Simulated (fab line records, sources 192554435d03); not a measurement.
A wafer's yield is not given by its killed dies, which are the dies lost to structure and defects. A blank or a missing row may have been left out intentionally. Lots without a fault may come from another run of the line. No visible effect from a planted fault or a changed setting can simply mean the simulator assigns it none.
3 desks, one fault :: flow n5 finfet :: only its own numbers are on each desk; what lay behind them is given at the end

THE DEFECT DESK
What the inspections along the route counted, lot by lot: means of the sampled wafers that have a number. If a lot's mean is further than 4 standard deviations from the usual mean, the lot is out of limits and carries the mark OUT (the distance appears in the brackets).
Columns: A = raw defect count at N5_BEOL_M2_INSPECT_13, usual 444
lot: L233
first seen here: day 6 17:22
A: 428

lot: L234
first seen here: day 6 18:11
A: 448

lot: L241
first seen here: day 8 13:06
A: 516

lot: L244
first seen here: day 9 03:29
A: 418

lot: L247
first seen here: day 9 22:10
A: 618

lot: L248
first seen here: day 10 06:33
A: 304

lot: L249
first seen here: day 10 11:37
A: 476

lot: L251
first seen here: day 11 03:01
A: 299

lot: L254
first seen here: day 12 01:12
A: 1429 (+9.0) OUT

lot: L255
first seen here: day 12 01:55
A: 1334 (+8.1) OUT
This desk's verdict: out of limits on L254, L255, starting with L254 at day 12 01:12 (raw defect count at N5_BEOL_M2_INSPECT_13). Within limits: L233, L234, L241, L244, L247, L248, L249, L251.

AT THE TOOL OWNER'S DESK: pecvd-02
The tool's own readings at N5_BEOL_M2_ILD_DEP_00 (deposits SiOC from DEMS/O2, target thk 79 nm, time 15.3 s): means of the sampled wafers that have a number, for each lot that ran on this tool. If a lot's mean is further than 4 standard deviations from the usual mean, the lot is out of limits and carries the mark OUT (the distance appears in the brackets).
Columns: A = chamber pressure Torr at N5_BEOL_M2_ILD_DEP_00, usual 5.001 Torr; B = heater power w at N5_BEOL_M2_ILD_DEP_00, usual 476 W; C = showerhead plenum p Torr at N5_BEOL_M2_ILD_DEP_00, usual 5.706 Torr; D = showerhead vpp V at N5_BEOL_M2_ILD_DEP_00, usual 1351 V; E = throttle valve pct at N5_BEOL_M2_ILD_DEP_00, usual 11.9 %
lot: L234
first seen here: day 6 17:07
A: 5.001
B: 460
C: 5.711
D: 1335
E: 11.9

lot: L241
first seen here: day 8 11:47
A: 4.996
B: 449
C: 5.710
D: 1267
E: 11.6

lot: L244
first seen here: day 9 01:43
A: 4.999
B: 491
C: 5.711
D: 1312
E: 11.9

lot: L248
first seen here: day 10 04:34
A: 4.999
B: 472
C: 5.719
D: 1331
E: 11.9

lot: L249
first seen here: day 10 06:19
A: 4.990
B: 478
C: 5.708
D: 1327
E: 12.0

lot: L251
first seen here: day 11 00:19
A: 5.007
B: 473
C: 5.723
D: 1325
E: 11.9

lot: L254
first seen here: day 11 22:36
A: 4.988
B: 482
C: 5.725
D: 1387
E: 12.3

lot: L255
first seen here: day 12 01:16
A: 4.996
B: 426
C: 5.723
D: 1283
E: 11.5
This desk found nothing out of limits on any of the 8 lots.

FROM THE METROLOGY DESK
What the gauges read, lot by lot, whatever tool the lot ran on: means of the sampled wafers that have a number. If a lot's mean is further than 4 standard deviations from the usual mean, the lot is out of limits and carries the mark OUT (the distance appears in the brackets). Only the readings that lie furthest out on some lot appear, 7 of the 12 it has.
Columns: A = M2_OVL at N5_BEOL_M2_OVL_MEAS_12, usual -0.2 nm; B = DIBL_N at N5_BEOL_M4_RC_MEAS_101, usual 36.4 mV/V; C = DIBL_P at N5_BEOL_M4_RC_MEAS_101, usual 36.4 mV/V; D = IOFF_N at N5_BEOL_M4_RC_MEAS_101, usual 0.16 nA/um; E = IOFF_P at N5_BEOL_M4_RC_MEAS_101, usual 0.21 nA/um; F = ION_N at N5_BEOL_M4_RC_MEAS_101, usual 680 uA/um; G = VT_N at N5_BEOL_M4_RC_MEAS_101, usual 249 mV
lot: L233
first seen here: day 6 16:10
A: 0.3
B: 37.4
C: 35.5
D: 0.15
E: 0.18
F: 682
G: 251

lot: L234
first seen here: day 6 17:10
A: 0.2
B: 35.2
C: 35.4
D: 0.15
E: 0.20
F: 675
G: 250

lot: L241
first seen here: day 8 11:51
A: 0.1
B: 35.6
C: 35.7
D: 0.15
E: 0.19
F: 686
G: 250

lot: L244
first seen here: day 9 01:46
A: 0.6
B: 37.6
C: 38.8
D: 0.18
E: 0.22
F: 673
G: 249

lot: L247
first seen here: day 9 20:44
A: -0.2
B: 36.2
C: 37.0
D: 0.14
E: 0.19
F: 672
G: 254

lot: L248
first seen here: day 10 04:38
A: -0.2
B: 33.8
C: 34.6
D: 0.13
E: 0.18
F: 663
G: 252

lot: L249
first seen here: day 10 06:23
A: -0.4
B: 35.7
C: 36.3
D: 0.15
E: 0.19
F: 680
G: 252

lot: L251
first seen here: day 11 00:23
A: -1.5
B: 35.7
C: 35.3
D: 0.14
E: 0.17
F: 671
G: 253

lot: L254
first seen here: day 11 22:40
A: -0.1
B: 39.6
C: 40.3
D: 0.25
E: 0.28
F: 702
G: 242

lot: L255
first seen here: day 12 01:20
A: 0.1
B: 36.1
C: 35.4
D: 0.14
E: 0.21
F: 674
G: 252
This desk found nothing out of limits on any of the 10 lots.

BROUGHT TOGETHER
The defect desk could have raised an alarm at day 12 01:12, on L254, L255.
The desk of the tool owner found nothing out of limits.
The metrology desk saw nothing out of limits.
The tool owner's desk has L254, L255 on record, within its limits.
The metrology desk has L254, L255 on record, within its limits.
All the named lots went through N5_BEOL_M2_ILD_DEP_00 on pecvd-02.

WHAT THE SIMULATOR HAD INSERTED
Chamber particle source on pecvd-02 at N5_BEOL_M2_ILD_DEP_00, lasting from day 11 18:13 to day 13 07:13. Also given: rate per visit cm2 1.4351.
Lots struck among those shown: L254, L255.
Hours from the fault's start to each desk's first reading out of limits: the defect desk, 7.
